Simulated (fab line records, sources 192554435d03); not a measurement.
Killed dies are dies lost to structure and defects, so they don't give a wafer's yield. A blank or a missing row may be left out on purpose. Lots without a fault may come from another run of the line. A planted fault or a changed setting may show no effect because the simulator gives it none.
fab line records | flow n5_finfet
record lots=7 wafers=21 last_day=18
route steps=1938 shown BEOL_M9@1443 PASSIVATION@1936
lots that met no fault: from a run of the same line without faults
start_h: hours from the record's first day to the start of the lot's first wafer shown | wait_h: hours since the lot's step before | " the same as in the row above | L1.1+2: a row that stands for several wafers | - no value, or no start given | * or withheld: withheld | < > ~ a bound
route shown NAME@n: a module of which the file shows steps, and the number in the route of the first | usual: mean/standard deviation of fault-free wafers | same: alike in all rows | chamber/n: place in a boat | sites: the reading at each site | _std_site: their standard deviation | _edge_site: outer sites' mean less inner sites' | radius_mm: how far each site lies from the wafer's centre | mask NAME#n: copy n | behind: the tool/chamber that last shaped the wafer | hold: why the lot was held/for how many hours/how that ended | device: the transistor (n, p or np) that didn't switch | end of line: the same wafers' tests at the end of the route | a step without rows: its recipe alone | killed: dies lost to structure and defects at the first sort, not the wafer's yield | map: a wafer's dies, x killed, . not, _ none there
set.NAME: the setting as run; set.NAME@STEP: as run at that earlier step | model.NAME: the simulator's own value behind a step, which no gauge read
lots at some steps of the route; a table a step, a row a wafer
services: from which hour (start_h, from the record's first day; less than 0 if before it) a tool's chamber was out of use, for how many hours, and why
## steps
# step N5_BEOL_M9_VIA_ETCH_34
# recipe chemistry=C4F6/O2 target=SiCOH_lowk target_depth_a=1824 mask_material=SOC taper_deg=4 time_s=68.4 ion_energy_ev=250 pressure_mtorr=30 source_w=345 bias_w=185 Ar_flow_sccm=300 C4F6_flow_sccm=10 O2_flow_sccm=10
# step N5_BEOL_M9_STRIP_73
# recipe chemistry=C4F6/O2 resist=SiARC rf_frequency_hz=6e+07
# step N5_BEOL_M9_STRIP_36
# recipe chemistry=N2/H2 power_w=450 temp_c=40 pressure_mtorr=20 rf_frequency_hz=6e+07 overash_fraction=0.3 bias_power_w=7 h2_frac=0.5 n2_flow_sccm=200 h2_flow_sccm=200
# usual drypump_motor_current_A=5.6/0.45 oes_product_au=0.76/0.092 rf_vpp_V=59.2/1.5 showerhead_plenum_p_Torr=2.54/0.066 throttle_valve_pct=23.74/0.26
# columns lot.wafer tool chamber start_h wait_h drypump_motor_current_A oes_product_au rf_hours_counter_h rf_vpp_V showerhead_plenum_p_Torr throttle_valve_pct
L597.1 rie_diel-05 1 248.93 0.0 5.6 0.69 209 57.0 2.53 23.78
L597.3 " 0 " " 5.8 0.71 208 58.9 2.61 23.58
L597.4 " 3 " " 5.8 0.73 182 58.5 2.53 24.05
L600.3 rie_diel-03 1 268.15 0.0 5.1 0.75 176 59.8 2.51 23.67
L600.4 " 3 " " 5.6 0.73 185 57.5 2.63 23.71
L600.6 " 2 " " 5.1 0.93 - 61.4 2.58 23.21
L606.2 rie_diel-05 2 324.36 0.0 5.2 0.68 222 58.2 2.50 23.53
L606.4 " 0 " " 5.8 0.70 233 57.8 2.60 23.64
L606.6 " 2 " " 5.3 0.70 - 59.7 2.50 23.52
L610.4 rie_diel-04 2 329.03 0.0 6.6 0.88 - 60.4 2.71 23.61
L610.5 " 1 " " 5.5 0.74 - 59.1 2.52 23.98
L610.6 " 3 " " 5.0 0.92 - 58.7 2.47 23.25
L613.1 rie_diel-04 3 336.08 0.0 5.0 0.92 19 59.1 2.46 23.24
L613.5 " 0 " " 6.2 0.69 - 57.2 2.51 24.02
L613.6 " 1 " " 5.6 0.75 - 57.8 2.52 23.97
L614.1 rie_diel-03 3 364.66 0.0 5.6 0.71 214 56.8 2.61 23.74
L614.4 " 2 " " 5.1 0.89 42 60.4 2.57 23.23
L614.5 " 2 " " 5.1 0.89 - 60.6 2.57 23.24
L615.2 rie_diel-04 1 385.21 0.0 5.5 0.74 177 61.5 2.52 23.98
L615.3 " 0 " " 6.2 0.68 254 57.6 2.50 24.05
L615.4 " 0 " " 6.2 0.68 - 58.7 2.50 24.04
# step N5_BEOL_M9_TRENCH_ETCH_37
# recipe chemistry=C4F6/O2 target_depth_a=1514.3 target=SiCOH_lowk time_s=49 ion_energy_ev=250 pressure_mtorr=30 source_w=345 bias_w=185 Ar_flow_sccm=300 C4F6_flow_sccm=10 O2_flow_sccm=10
# usual C4F6_flow_sccm=10.00/0.033 drypump_motor_current_A=5.6/0.45 oes_product_au=0.76/0.093 rf_vpp_V=665/14 showerhead_plenum_p_Torr=2.85/0.072 throttle_valve_pct=20.98/0.19
# same time_s=49
# columns lot.wafer tool chamber start_h wait_h C4F6_flow_sccm drypump_motor_current_A oes_product_au rf_hours_counter_h rf_vpp_V showerhead_plenum_p_Torr throttle_valve_pct
L597.1 rie_diel-05 1 - - 10.01 5.6 0.69 209 655 2.80 20.95
L597.3 " 0 " " 9.98 5.8 0.70 208 674 2.93 21.02
L597.4 " 3 " " 10.00 5.9 0.74 182 677 2.81 20.98
L600.3 rie_diel-03 1 - - 9.98 5.1 0.74 176 679 2.83 21.00
L600.4 " 3 " " 10.03 5.6 0.75 185 690 2.95 21.31
L600.6 " 2 " " 9.99 5.0 0.93 - 668 2.91 20.64
L606.2 rie_diel-05 2 - - 10.06 5.3 0.68 222 647 2.82 20.88
L606.4 " 0 " " 10.01 5.8 0.68 233 673 2.91 21.04
L606.6 " 2 " " 10.01 5.3 0.70 - 646 2.82 20.90
L610.4 rie_diel-04 3 - - 10.07 5.0 0.92 - 649 2.80 20.84
L610.5 " 2 " " 10.05 6.5 0.92 - 681 3.03 20.60
L610.6 " 3 " " 10.06 5.0 0.93 - 649 2.80 20.85
L613.1 rie_diel-04 3 - - 10.01 5.0 0.92 19 650 2.80 20.86
L613.5 " 0 " " 10.04 6.1 0.70 - 678 2.82 21.12
L613.6 " 1 " " 9.95 5.5 0.73 - 645 2.83 21.26
L614.1 rie_diel-03 3 - - 9.94 5.6 0.72 214 687 2.93 21.37
L614.4 " 2 " " 10.00 5.1 0.89 42 669 2.90 20.65
L614.5 " 2 " " 10.04 5.1 0.88 - 667 2.90 20.64
L615.2 rie_diel-04 1 - - 10.04 5.5 0.72 177 644 2.83 21.29
L615.3 " 0 " " 10.01 6.2 0.69 254 677 2.82 21.13
L615.4 " 0 " " 10.01 6.1 0.69 - 677 2.82 21.13
# step N5_BEOL_M9_ETCH_41
# recipe chemistry=CH3F/O2 target=SiCN target_depth_a=366 taper_deg=2 time_s=70.1 ion_energy_ev=120 mask_material=TiN pressure_mtorr=30 source_w=395 bias_w=75 Ar_flow_sccm=150 CH3F_flow_sccm=30 O2_flow_sccm=20
# usual drypump_motor_current_A=5.6/0.46 oes_product_au=0.76/0.092 rf_vpp_V=297.5/1.3 showerhead_plenum_p_Torr=2.00/0.054 throttle_valve_pct=16.38/0.22
# same time_s=70.1
# columns lot.wafer tool chamber start_h wait_h drypump_motor_current_A oes_product_au rf_hours_counter_h rf_vpp_V showerhead_plenum_p_Torr throttle_valve_pct
L597.1 rie_diel-05 1 - - 5.5 0.68 209 297.3 1.97 16.45
L597.3 " 0 " " 5.8 0.72 208 298.9 2.06 16.49
L597.4 " 3 " " 5.8 0.73 182 296.6 1.98 16.38
L600.3 rie_diel-03 1 - - 5.1 0.74 176 296.6 1.99 16.38
L600.4 " 3 " " 5.6 0.75 185 299.3 2.07 16.70
L600.6 " 2 " " 5.1 0.94 - 297.9 2.05 15.95
L606.2 rie_diel-05 2 - - 5.2 0.69 222 299.1 1.98 16.36
L606.4 " 0 " " 5.8 0.70 233 298.7 2.05 16.53
L606.6 " 2 " " 5.3 0.69 - 296.0 1.98 16.35
L610.4 rie_diel-04 3 - - 5.0 0.92 - 296.8 1.97 16.17
L610.5 " 2 " " 6.5 0.92 - 300.1 2.14 15.96
L610.6 " 3 " " 4.9 0.92 - 294.6 1.97 16.16
L613.1 rie_diel-04 3 - - 5.0 0.91 19 297.7 1.97 16.19
L613.5 " 0 " " 6.2 0.70 - 294.5 1.98 16.50
L613.6 " 1 " " 5.5 0.73 - 297.4 1.99 16.67
L614.1 rie_diel-03 3 - - 5.6 0.72 214 298.7 2.06 16.78
L614.4 " 2 " " 5.1 0.88 42 298.4 2.04 16.01
L614.5 " 2 " " 5.1 0.88 - 298.8 2.04 16.01
L615.2 rie_diel-04 1 - - 5.6 0.72 177 295.5 1.99 16.71
L615.3 " 0 " " 6.1 0.70 254 296.3 1.97 16.51
L615.4 " 0 " " 6.1 0.70 - 296.2 1.97 16.52
# step N5_BEOL_M9_STRIP_80
# recipe chemistry=N2/H2 time_s=10 power_w=450 temp_c=40 pressure_mtorr=20 rf_frequency_hz=6e+07 bias_power_w=7 n2_flow_sccm=200 h2_flow_sccm=200
# usual drypump_motor_current_A=5.7/0.46 oes_product_au=0.77/0.094 rf_vpp_V=59.2/0.79 showerhead_plenum_p_Torr=2.54/0.068 throttle_valve_pct=23.73/0.26
# same time_s=10
# columns lot.wafer tool chamber start_h wait_h drypump_motor_current_A oes_product_au rf_hours_counter_h rf_vpp_V showerhead_plenum_p_Torr throttle_valve_pct
L597.1 rie_diel-05 1 - - 5.6 0.70 209 58.9 2.53 23.79
L597.3 " 0 " " 5.8 0.72 208 60.1 2.61 23.56
L597.4 " 3 " " 5.9 0.73 182 60.2 2.53 24.05
L600.3 rie_diel-03 1 - - 5.1 0.75 176 58.2 2.51 23.68
L600.4 " 3 " " 5.6 0.74 185 60.1 2.62 23.71
L600.6 " 2 " " 5.1 0.94 - 59.4 2.58 23.23
L606.2 rie_diel-05 2 - - 5.3 0.68 222 58.6 2.50 23.52
L606.4 " 0 " " 5.8 0.69 233 60.8 2.60 23.62
L606.6 " 2 " " 5.3 0.69 - 59.6 2.50 23.52
L610.4 rie_diel-04 3 - - 5.0 0.93 - 58.8 2.47 23.24
L610.5 " 2 " " 6.5 0.91 - 59.9 2.71 23.61
L610.6 " 3 " " 5.0 0.93 - 59.1 2.47 23.22
L613.1 rie_diel-04 3 - - 5.0 0.92 19 59.8 2.46 23.25
L613.5 " 0 " " 6.2 0.70 - 58.8 2.51 24.02
L613.6 " 1 " " 5.6 0.73 - 58.9 2.52 23.96
L614.1 rie_diel-03 3 - - 5.6 0.72 214 59.5 2.61 23.74
L614.4 " 2 " " 5.1 0.89 42 59.6 2.57 23.26
L614.5 " 2 " " 5.0 0.89 - 58.7 2.57 23.26
L615.2 rie_diel-04 1 - - 5.5 0.73 177 58.8 2.52 23.99
L615.3 " 0 " " 6.2 0.69 254 58.5 2.50 24.04
L615.4 " 0 " " 6.2 0.69 - 59.0 2.50 24.03
# step N5_BEOL_M9_OCD_MEAS_38
# usual trench_depth_nm=150/3.6
# columns lot.wafer tool chamber start_h wait_h trench_depth_nm
L597.1 ocd-02 - 249.14 - 145
L597.3 " - " " 151
L597.4 " - " " 151
L600.3 ocd-02 - 268.36 - 152
L600.4 " - " " 155
L600.6 " - " " 155
L606.2 ocd-02 - 324.57 - 146
L606.4 " - " " 147
L606.6 " - " " 147
L610.4 ocd-01 - 329.30 - 154
L610.5 " - " " 152
L610.6 " - " " 154
L613.1 ocd-02 - 336.29 - 152
L613.5 " - " " 154
L613.6 " - " " 146
L614.1 ocd-01 - 364.88 - 157
L614.4 " - " " 157
L614.5 " - " " 156
L615.2 ocd-02 - 385.43 - 147
L615.3 " - " " 152
L615.4 " - " " 154
# step N5_BEOL_M9_HM_STRIP_39
# recipe chemistry=peroxide_tin_strip material=TiN target_depth_a=250 temp_c=50 time_s=158
# step N5_BEOL_M9_SRD_40
# recipe time_s=30 temp_c=23 rinse_liquid=diw dry=ipa_marangoni
# step N5_BEOL_M9_PRECLEAN_42
# recipe chemistry=residue_remover time_s=60 temp_c=40
# step N5_BEOL_M9_SRD_43
# recipe time_s=30 temp_c=23 rinse_liquid=diw dry=ipa_marangoni
# step N5_BEOL_M9_CD_MEAS_35
# recipe target_cd_nm=70 target_cd_y_nm=40 polarity=opening
# usual cd_nm=69.5/0.67
# columns lot.wafer tool chamber start_h wait_h cd_nm
L597.1 cd_sem-03 - 249.29 0.0 69.5
L597.3 " - " " 69.5
L597.4 " - " " 69.5
L600.3 cd_sem-01 - 268.53 0.0 69.6
L600.4 " - " " 69.5
L600.6 " - " " 69.6
L606.2 cd_sem-03 - 324.73 0.0 70.2
L606.4 " - " " 70.4
L606.6 " - " " 70.0
L610.4 cd_sem-02 - 329.45 0.0 70.1
L610.5 " - " " 69.9
L610.6 " - " " 69.4
L613.1 cd_sem-03 - 336.44 0.0 70.2
L613.5 " - " " 69.9
L613.6 " - " " 70.1
L614.1 cd_sem-03 - 365.03 0.0 70.0
L614.4 " - " " 69.6
L614.5 " - " " 69.3
L615.2 cd_sem-02 - 385.58 0.0 68.8
L615.3 " - " " 70.6
L615.4 " - " " 69.2
# step N5_BEOL_M9_CURE_72
# recipe temp_c=370 time_s=120 ambient=DMADMS/He material=SiCOH_lowk
# usual lamp_power_pct=52.32/0.053 run_length_s=178.0/1.1 time_s=120/0 wafer_temp_C_max=371.7/0.71
# columns lot.wafer tool chamber start_h wait_h lamp_power_pct run_length_s time_s wafer_temp_C_max
L597.1 uv_cure-01 2 249.33 0.0 52.29 181.4 120 371.7
L597.3 " 2 " " 52.41 182.1 120 371.4
L597.4 " 2 " " 52.26 181.8 120 372.0
L600.3 uv_cure-02 1 268.66 0.1 52.35 177.5 120 373.2
L600.4 " 1 " " 52.34 177.6 120 373.1
L600.6 " 1 " " 52.32 176.8 120 373.2
L606.2 uv_cure-02 2 324.82 0.1 - - - -
L606.4 " 2 " " - - - -
L606.6 " 2 " " - - - -
L610.4 uv_cure-01 2 329.86 0.4 - - - -
L610.5 " 2 " " - - - -
L610.6 " 2 " " - - - -
L613.1 uv_cure-01 1 336.48 0.0 - - - -
L613.5 " 1 " " - - - -
L613.6 " 1 " " - - - -
L614.1 uv_cure-03 2 365.21 0.2 52.28 177.1 120 371.0
L614.4 " 2 " " 52.34 176.7 120 371.0
L614.5 " 2 " " 52.30 177.1 120 371.1
L615.2 uv_cure-01 0 385.76 0.2 52.29 178.5 120 372.2
L615.3 " 0 " " 52.27 178.6 120 373.0
L615.4 " 0 " " 52.27 178.3 120 373.0
# step N5_BEOL_M9_DEGAS_44
# recipe ambient=vacuum temp_c=250 time_s=60
# usual heater_power_w=324/40
# same time_s=60
# columns lot.wafer tool chamber start_h wait_h heater_power_w
L597.1 pvd_sputter-03 - 250.60 1.1 308
L597.3 " - " " 280
L597.4 " - " " 286
L600.3 pvd_sputter-03 - 269.00 0.3 318
L600.4 " - " " 284
L600.6 " - " " 322
L606.2 pvd_sputter-03 - 325.57 0.7 286
L606.4 " - " " 310
L606.6 " - " " 281
L610.4 pvd_sputter-01 - 330.52 0.6 345
L610.5 " - " " 360
L610.6 " - " " 284
L613.1 pvd_sputter-01 - 336.83 0.3 289
L613.5 " - " " 361
L613.6 " - " " 287
L614.1 pvd_sputter-02 - 365.69 0.4 329
L614.4 " - " " 409
L614.5 " - " " 348
L615.2 pvd_sputter-03 - 386.62 0.8 323
L615.3 " - " " 306
L615.4 " - " " 281
# step N5_PASSIVATION_PROBE_49
# usual defect_limited_yield=91.4/1.3 killed_at_M0_to_M3=34/10 killed_at_M4_up=14/5.6 killed_at_contacts=13/5.9 killed_at_front_end=37/9.9 killed_at_other=3.5/2.8 killed_dies=101/15 killed_open=67/12 killed_short=32/6.6 sort_bin_5_function=5.0/0.81 sort_bin_6_memory=3.2/0.66 sort_n_pass=1079/15 sort_yield_pct=91.4/1.3
# same gross_dies=1180 killed_at_back_side=0 sort_bin_4_leakage[%]=0 sort_bin_8_speed[%]=0
# columns lot.wafer tool chamber start_h wait_h defect_limited_yield[%] killed_at_M0_to_M3 killed_at_M4_up killed_at_contacts killed_at_front_end killed_at_other killed_dies killed_open killed_short sort_bin_5_function[%] sort_bin_6_memory[%] sort_n_pass sort_yield_pct[%]
L597.1 prober-01 - 311.67 0.0 90.9 51 19 11 24 2 107 79 27 5.7 3.1 1073 90.9
L597.3 prober-01 - 311.77 0.1 93.4 38 9 3 21 7 78 54 24 3.6 2.8 1102 93.4
L597.4 prober-01 - 311.82 0.2 91.4 57 14 10 20 0 101 72 28 5.3 3.1 1079 91.4
# killed by level:class
L597.1 BEOL_M3:geometric_particle:open=22 BEOL_M4:geometric_particle:open=10 STI_FIN_REVEAL:geometric_particle:open=9 BEOL_M0_SAQP:geometric_particle:open=8 MOL_CONTACT_COAG:geometric_particle:open=7 BEOL_M1:geometric_particle:open=5 BEOL_M0_SAQP:geometric_particle:short=5 BEOL_M2:geometric_particle:open=5
L597.3 BEOL_M3:geometric_particle:open=15 BEOL_M0_SAQP:geometric_particle:open=10 ILD0:geometric_particle:open=5 BEOL_M4:geometric_particle:open=5 BEOL_M0_SAQP:geometric_particle:short=4 PASS1_DEP:geometric_particle:open=4 FIN_SAQP:geometric_particle:short=3 BEOL_M3:geometric_particle:short=3
L597.4 BEOL_M2:geometric_particle:open=16 BEOL_M0_SAQP:geometric_particle:short=13 BEOL_M3:geometric_particle:open=10 BEOL_M0_SAQP:geometric_particle:open=10 MOL_CONTACT_COAG:geometric_particle:open=9 BEOL_M4:geometric_particle:open=8 FIN_SAQP:geometric_particle:open=5 BEOL_M5:geometric_particle:open=4
## services
# columns tool chamber start_h hours kind
rie_diel-04 3 230.43 - clean
rie_diel-04 3 230.43 - consumable_replace:focus_ring
rie_diel-04 3 230.43 24.4 scheduled_down
rie_diel-04 3 230.43 24.4 vent_cycle
rie_diel-03 1 238.76 4.5 repair
rie_diel-04 2 254.91 - clean
rie_diel-04 2 254.91 - consumable_replace:focus_ring
rie_diel-04 2 254.91 - consumable_replace:showerhead
rie_diel-04 2 254.91 16.8 scheduled_down
rie_diel-04 2 254.91 16.8 vent_cycle
uv_cure-01 - 267.92 2.1 pm
rie_diel-04 3 285.00 27.2 repair
uv_cure-01 - 307.00 3.4 pm
uv_cure-03 - 311.58 2.1 pm
rie_diel-04 0 322.48 6.7 repair
rie_diel-04 - 351.21 1.5 repair
uv_cure-01 - 354.79 7.5 pm
rie_diel-05 1 366.16 8.4 repair
rie_diel-05 - 374.16 14.6 pm
rie_diel-04 3 378.16 8.3 repair
## key
first_sign step=N5_BEOL_M9_CURE_72 reading=tool_record direction=missing
effect none on later readings
met_at N5_BEOL_M9_CURE_72
struck_wafers L606.2,L606.4,L606.6,L610.4,L610.5,L610.6,L613.1,L613.5,L613.6
rows_end L606.2,L606.4,L606.6
onset_between 268.66 324.82
earlier_fault kind=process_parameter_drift tool=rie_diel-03 chamber=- onset_h=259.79 steps=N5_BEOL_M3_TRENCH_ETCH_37 channel=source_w offset=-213 shape=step acts_in=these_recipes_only stated=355
fault kind=skipped_step_whole tool=uv_cure-01,uv_cure-02 chamber=- onset_h=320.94 steps=N5_BEOL_M9_CURE_72 scope=struck_lots_only
# rows_end: these wafers met a further fault down the route, and their rows from its step on are left out
